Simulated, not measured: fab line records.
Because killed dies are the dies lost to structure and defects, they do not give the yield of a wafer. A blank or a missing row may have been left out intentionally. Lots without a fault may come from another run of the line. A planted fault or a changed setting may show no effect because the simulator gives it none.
Comparing a struck lot with a sound one | flow nandHarc | 14 steps out of a route of 1302
Sound: these wafers, L375.3, L375.4, L375.6. Struck: wafer L379.4 (L379.1, L379.6, from the same lot, were not struck and are left out); the cause is given at the end.
Order at every step that has rows: each side's tool, ch and its chambers, its first start. Under that, the readings that differ: sound wafers | struck wafers | difference of the means | sigmas: that difference in standard deviations of wafers without a fault.
alike: a reading whose means differ by less than 2 such deviations, as well as words and numbers matching on both sides. not compared: withheld readings; readings where some wafer has no value; bounds like >300 that might hide an equal value; numbers whose values overlap and for which the record gives no deviation.
The two part at a step that has a row with sigmas, a row that says differs or no value, or rows on one side only. Numbers that have no deviation but don't overlap get no sigmas and don't part them. A reading that every wafer of one side lacks parts them only if that side has two wafers or more.

NHARC_A_M0_CMP_23: polishes, t overpolish 20 s, target thk 113.75 nm.
  sound on cmp-04 ch 2,3, day 24 12:17; struck on cmp-04 ch 3, day 26 20:37
  alike: motorCurrentA, timeToEndpointS
  not compared: padLifeWafers
NHARC_A_M0_THK_MEAS_24: measures by xrf.
  sound on filmMetro-01 at day 24 12:35; struck on filmMetro-02 at day 26 20:55
  alike: thkNm
then, 1 step without rows for these wafers: NHARC_A_M0_SRD_25.
NHARC_A_M0_INSPECT_27:
  sound on defectInspect-01 at day 24 12:45; struck on defectInspect-02 at day 26 21:05
  alike: rawDefectCount
NHARC_A_M0_PRE_CLEAN_31: time 12 s.
  sound on pecvd-01 ch 1,2, day 24 12:50; struck on pecvd-04 ch 1, day 26 21:10
reading         | sound             | struck | difference | sigmas
rfFwdPowerW (W) | 293.4 292.5 293.4 | 291.4  | -1.7       | -2
  alike: heaterPowerW
NHARC_A_M0_DEP_32: deposits SiCN, target thk 30 nm.
  sound on pecvd-01 ch 1,2, day 24 12:56; struck on pecvd-04 ch 1, day 26 21:19
  alike: heaterPowerW, rfFwdPowerW
then, 5 steps without rows for these wafers: NHARC_A_M1_DEP_00 (deposits SiOC, target thk 182.5 nm); NHARC_A_M1_DEHYDRATE_01 (time 120 s); NHARC_A_M1_HMDS_02 (time 30 s); NHARC_A_M1_COAT_34 (time 65 s); NHARC_A_M1_COAT_03 (resist thk 90 nm).
NHARC_A_M1_SOFTBAKE_04: time 55 s.
  sound on lithoTrack-04 ch 0, day 24 13:00; struck on lithoTrack-01 ch 0, day 26 22:00
reading               | sound                | struck | difference | sigmas
heaterPowerTotalW (W) | 188.50 188.44 188.66 | 194.27 | +5.74      | +38
  alike: chillPlateTempC, exhaustPa
then, 1 step without rows for these wafers: NHARC_A_M1_EBR_05.
NHARC_END_SORT_01:
  the record has rows for the sound wafers here (prober-01 ch 0, day 26 09:25) and none for the struck ones

## WHERE THEY PART
Last at NHARC_END_SORT_01 as far as this record goes, first at NHARC_A_M0_PRE_CLEAN_31.

WHY: whatever the simulator had introduced
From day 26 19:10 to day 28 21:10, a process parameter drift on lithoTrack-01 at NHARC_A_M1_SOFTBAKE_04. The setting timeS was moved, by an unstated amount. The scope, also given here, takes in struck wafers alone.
